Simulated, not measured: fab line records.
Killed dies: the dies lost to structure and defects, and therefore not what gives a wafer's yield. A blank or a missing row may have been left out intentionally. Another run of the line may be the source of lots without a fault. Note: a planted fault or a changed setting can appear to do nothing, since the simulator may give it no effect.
Which tool did it? | flow nand_harc | 24 lots, 72 wafers sampled, at 5 steps of a route of 1159

## WHAT EACH GAUGE READ, for each wafer
NHARC_A_CONTACT_CD_MEAS_69 targets a cd of 200 nm. Usual: cd_nm 200.1 nm, standard deviation 0.56.
lot  | measured     | on        | cd_nm (nm)        | flag
L074 | day 16 17:01 | cd_sem-03 | 200.4 200.5 200.4 |
L075 | day 16 22:21 | cd_sem-03 | 200.9 201.1 200.2 |
L077 | day 17 01:29 | cd_sem-02 | 199.7 200.4 199.8 |
L079 | day 17 02:04 | cd_sem-03 | 200.0 200.2 200.7 |
L076 | day 17 06:13 | cd_sem-01 | 200.6 200.6 200.5 |
L078 | day 17 07:50 | cd_sem-02 | 199.7 199.9 199.3 |
L081 | day 18 01:39 | cd_sem-02 | 200.0 199.0 198.7 |
L080 | day 18 09:27 | cd_sem-03 | 201.6 200.3 200.3 |
L083 | day 18 11:15 | cd_sem-02 | 199.0 200.2 199.6 |
L082 | day 19 02:25 | cd_sem-02 | 200.8 200.9 201.2 |
L084 | day 19 06:13 | cd_sem-01 | 200.7 200.5 200.8 |
L086 | day 19 17:56 | cd_sem-01 | 199.9 199.3 200.2 |
L087 | day 19 19:51 | cd_sem-03 | 200.6 200.6 200.5 |
L085 | day 19 23:13 | cd_sem-02 | 199.8 200.1 200.6 |
L089 | day 20 06:47 | cd_sem-03 | 199.8 200.1 199.4 |
L088 | day 20 09:04 | cd_sem-03 | 200.1 200.1 199.8 |
L091 | day 20 21:44 | cd_sem-01 | 199.2 199.3 199.7 |
L090 | day 21 00:23 | cd_sem-03 | 200.0 199.9 199.5 |
L093 | day 21 07:25 | cd_sem-03 | 199.1 199.4 199.6 |
L094 | day 21 09:06 | cd_sem-03 | 200.8 200.5 199.6 |
L092 | day 21 23:14 | cd_sem-02 | 200.5 200.5 200.4 |
L096 | day 22 00:03 | cd_sem-02 | 199.6 198.8 198.9 |
L095 | day 22 03:44 | cd_sem-01 | 199.6 200.1 200.1 |
L097 | day 22 14:20 | cd_sem-02 | 200.5 200.1 200.5 |

## WHAT TOOL EACH LOT RAN ON (gives the tool, then ch and the chambers of the sampled wafers, and finally the start)
lot  | NHARC_A_CONTACT_ETCH_116             | NHARC_A_CONTACT_ETCH_117             | NHARC_A_CONTACT_ETCH_123             | NHARC_A_CONTACT_ETCH_96
L074 | har_cap_etch-02 ch 0,1, day 16 11:03 | har_cap_etch-02 ch 0,1, day 16 11:08 | har_cap_etch-02 ch 0,1, day 16 11:41 | rie_diel-13 ch 0,2,3, day 16 17:01 or earlier
L075 | har_cap_etch-03 ch 0,1, day 16 16:46 | har_cap_etch-03 ch 0,1, day 16 16:51 | har_cap_etch-03 ch 0,1, day 16 17:23 | rie_diel-05 ch 0,2,3, day 16 22:21 or earlier
L077 | har_cap_etch-02 ch 0,1, day 16 19:01 | har_cap_etch-02 ch 0,1, day 16 19:07 | har_cap_etch-02 ch 0,1, day 16 19:42 | rie_diel-05 ch 1,3, day 17 01:29 or earlier
L079 | har_cap_etch-02 ch 0,1, day 16 20:57 | har_cap_etch-02 ch 0,1, day 16 21:02 | har_cap_etch-02 ch 0,1, day 16 21:35 | rie_diel-03 ch 1,2,3, day 17 02:04 or earlier
L076 | har_cap_etch-03 ch 0,1, day 17 01:15 | har_cap_etch-03 ch 0,1, day 17 01:20 | har_cap_etch-03 ch 0,1, day 17 01:53 | rie_diel-03 ch 1,2,3, day 17 06:13 or earlier
L078 | har_cap_etch-01 ch 0,1, day 17 02:45 | har_cap_etch-01 ch 0,1, day 17 02:50 | har_cap_etch-01 ch 0,1, day 17 03:23 | rie_diel-03 ch 0,2, day 17 07:50 or earlier
L081 | har_cap_etch-03 ch 0,1, day 17 20:50 | har_cap_etch-03 ch 0,1, day 17 20:56 | har_cap_etch-03 ch 0,1, day 17 21:29 | rie_diel-13 ch 0,2,3, day 18 01:39 or earlier
L080 | har_cap_etch-02 ch 0,1, day 18 04:35 | har_cap_etch-02 ch 0,1, day 18 04:40 | har_cap_etch-02 ch 0,1, day 18 05:16 | rie_diel-03 ch 0,1,3, day 18 09:27 or earlier
L083 | har_cap_etch-03 ch 0,1, day 18 06:05 | har_cap_etch-03 ch 0,1, day 18 06:13 | har_cap_etch-03 ch 0,1, day 18 06:59 | rie_diel-13 ch 1,2,3, day 18 11:15 or earlier
L082 | har_cap_etch-03 ch 0,1, day 18 21:37 | har_cap_etch-03 ch 0,1, day 18 21:43 | har_cap_etch-03 ch 0,1, day 18 22:17 | rie_diel-05 ch 0,1,3, day 19 02:25 or earlier
L084 | har_cap_etch-01 ch 0,1, day 18 23:54 | har_cap_etch-01 ch 0,1, day 18 23:59 | har_cap_etch-01 ch 0,1, day 19 00:32 | rie_diel-03 ch 0,1,3, day 19 06:13 or earlier
L086 | har_cap_etch-02 ch 0,1, day 19 13:01 | har_cap_etch-02 ch 0,1, day 19 13:07 | har_cap_etch-02 ch 0,1, day 19 13:44 | rie_diel-03 ch 1,2,3, day 19 17:56 or earlier
L087 | har_cap_etch-03 ch 0,1, day 19 13:56 | har_cap_etch-03 ch 0,1, day 19 14:02 | har_cap_etch-03 ch 0,1, day 19 14:39 | rie_diel-03 ch 0,1,3, day 19 19:51 or earlier
L085 | har_cap_etch-02 ch 0,1, day 19 18:24 | har_cap_etch-02 ch 0,1, day 19 18:29 | har_cap_etch-02 ch 0,1, day 19 19:02 | rie_diel-03 ch 0,2,3, day 19 23:13 or earlier
L089 | har_cap_etch-02 ch 0,1, day 20 00:49 | har_cap_etch-02 ch 0,1, day 20 00:54 | har_cap_etch-02 ch 0,1, day 20 01:31 | rie_diel-05 ch 0,2,3, day 20 06:47 or earlier
L088 | har_cap_etch-02 ch 0,1, day 20 03:11 | har_cap_etch-02 ch 0,1, day 20 03:16 | har_cap_etch-02 ch 0,1, day 20 03:49 | rie_diel-03 ch 1,2,3, day 20 09:04 or earlier
L091 | har_cap_etch-03 ch 0,1, day 20 16:31 | har_cap_etch-03 ch 0,1, day 20 16:36 | har_cap_etch-03 ch 0,1, day 20 17:09 | rie_diel-03 ch 0,1,2, day 20 21:44 or earlier
L090 | har_cap_etch-02 ch 0,1, day 20 18:50 | har_cap_etch-02 ch 0,1, day 20 18:55 | har_cap_etch-02 ch 0,1, day 20 19:31 | rie_diel-03 ch 1,2, day 21 00:23 or earlier
L093 | har_cap_etch-03 ch 0, day 20 22:37   | har_cap_etch-03 ch 0, day 20 22:43   | har_cap_etch-03 ch 0, day 20 23:18   | rie_diel-13 ch 0,3, day 21 07:25 or earlier
L094 | har_cap_etch-02 ch 0,1, day 21 00:59 | har_cap_etch-02 ch 0,1, day 21 01:04 | har_cap_etch-02 ch 0,1, day 21 01:37 | rie_diel-03 ch 0,1,3, day 21 09:06 or earlier
L092 | har_cap_etch-03 ch 0,1, day 21 18:19 | har_cap_etch-03 ch 0,1, day 21 18:25 | har_cap_etch-03 ch 0,1, day 21 19:00 | rie_diel-05 ch 0,1, day 21 23:14 or earlier
L096 | har_cap_etch-01 ch 0,1, day 21 19:11 | har_cap_etch-01 ch 0,1, day 21 19:17 | har_cap_etch-01 ch 0,1, day 21 19:55 | rie_diel-05 ch 0,1,2, day 22 00:03 or earlier
L095 | har_cap_etch-03 ch 0,1, day 21 21:52 | har_cap_etch-03 ch 0,1, day 21 21:57 | har_cap_etch-03 ch 0,1, day 21 22:30 | rie_diel-03 ch 0,1,3, day 22 03:44 or earlier
L097 | har_cap_etch-03 ch 0,1, day 22 09:10 | har_cap_etch-03 ch 0,1, day 22 09:15 | har_cap_etch-03 ch 0,1, day 22 09:47 | rie_diel-05 ch 0,2,3, day 22 14:20 or earlier
- NHARC_A_CONTACT_ETCH_116: etches the open film in C4F8/O2/Ar, time 94 s, target depth 922 nm.
- NHARC_A_CONTACT_ETCH_117: etches the open film in C4F8/O2/Ar, time 94 s, target depth 922 nm.
- NHARC_A_CONTACT_ETCH_123: etches the open film in C4F8/O2/Ar, time 253 s, target depth 1090 nm.
- NHARC_A_CONTACT_ETCH_96: etches the open film in C4F6/O2, target depth 20 nm, time 10 s.

## AS READ BY THE TOOLS THEMSELVES (means over the sampled wafers that have a number; for cases with no such wafer, the mark the record gives instead)
NHARC_A_CONTACT_ETCH_96. Usual: drypump_motor_current_A 5.7 A, standard deviation 0.38; oes_product_au 0.964 a.u., standard deviation 0.026; rf_fwd_power_W 587 W, standard deviation 3; rf_vpp_V 547 V, standard deviation 4; showerhead_plenum_p_Torr 3.91 Torr, standard deviation 0.19; throttle_valve_pct 26.903 %, standard deviation 0.0098.
lot  | tool        | drypump_motor_current_A (A) | oes_product_au (a.u.) | rf_fwd_power_W (W) | rf_vpp_V (V) | showerhead_plenum_p_Torr (Torr) | throttle_valve_pct (%) | flag
L074 | rie_diel-13 | 5.7                         | 1.000                 | 589                | 545          | 3.86                            | 26.904                 |
L075 | rie_diel-05 | 5.8                         | 1.002                 | 586                | 548          | 3.96                            | 26.914                 |
L077 | rie_diel-05 | 5.5                         | 1.007                 | 586                | 546          | 3.83                            | 26.894                 |
L079 | rie_diel-03 | 5.8                         | 0.946                 | 587                | 545          | 3.82                            | 26.903                 |
L076 | rie_diel-03 | 5.8                         | 1.002                 | 588                | 544          | 3.82                            | 26.898                 |
L078 | rie_diel-03 | 5.6                         | 0.939                 | 589                | 549          | 4.00                            | 26.896                 |
L081 | rie_diel-13 | 5.7                         | 0.943                 | 588                | 546          | 3.85                            | 26.905                 |
L080 | rie_diel-03 | 5.8                         | 0.938                 | 587                | 547          | 3.94                            | 26.912                 |
L083 | rie_diel-13 | 5.7                         | 0.942                 | 589                | 544          | 3.77                            | 26.899                 |
L082 | rie_diel-05 | 5.8                         | 0.953                 | 586                | 547          | 3.87                            | 26.904                 |
L084 | rie_diel-03 | 5.8                         | 0.950                 | 588                | 548          | 3.94                            | 26.907                 |
L086 | rie_diel-03 | 5.8                         | 0.991                 | 587                | 548          | 4.01                            | 26.902                 |
L087 | rie_diel-03 | 5.8                         | 0.948                 | 591                | 547          | 3.94                            | 26.900                 |
L085 | rie_diel-03 | 5.5                         | 0.956                 | 587                | 551          | 4.09                            | 26.907                 |
L089 | rie_diel-05 | 5.8                         | 0.974                 | 585                | 548          | 3.95                            | 26.905                 |
L088 | rie_diel-03 | 5.8                         | 0.947                 | 584                | 549          | 4.01                            | 26.903                 |
L091 | rie_diel-03 | 5.9                         | 0.984                 | 588                | 547          | 3.91                            | 26.909                 |
L090 | rie_diel-03 | 5.9                         | 0.969                 | 587                | 548          | 3.98                            | 26.912                 |
L093 | rie_diel-13 | 5.8                         | 0.950                 | 585                | 548          | 3.99                            | 26.907                 |
L094 | rie_diel-03 | 5.8                         | 0.940                 | 590                | 547          | 3.94                            | 26.900                 |
L092 | rie_diel-05 | 5.8                         | 0.939                 | 585                | 543          | 3.78                            | 26.900                 |
L096 | rie_diel-05 | 5.9                         | 0.941                 | 587                | 546          | 3.86                            | 26.905                 |
L095 | rie_diel-03 | 5.8                         | 0.998                 | 589                | 548          | 3.94                            | 26.904                 |
L097 | rie_diel-05 | 5.8                         | 0.967                 | 587                | 548          | 3.93                            | 26.905                 |

## THE ANSWER, worked out from the rows above alone
Rule: a lot counts as off when the mean over its wafers that have a number is more than 3 standard deviations away from the usual mean. Also off: a lot with no number at a reading for which 4 or more lots have one. Where the step has rows for the other lots, those lots are counted as sound. After the gauges, taken in route order, come the tools' own readings; for these a lot's mean is taken, as printed above. At the first step where some lot is off, the reading lying furthest off is the one used; lots without a number count as furthest.
No lot is off on any of the readings shown, so nothing can be concluded from this.

## WHAT THE SIMULATOR HAD PUT IN
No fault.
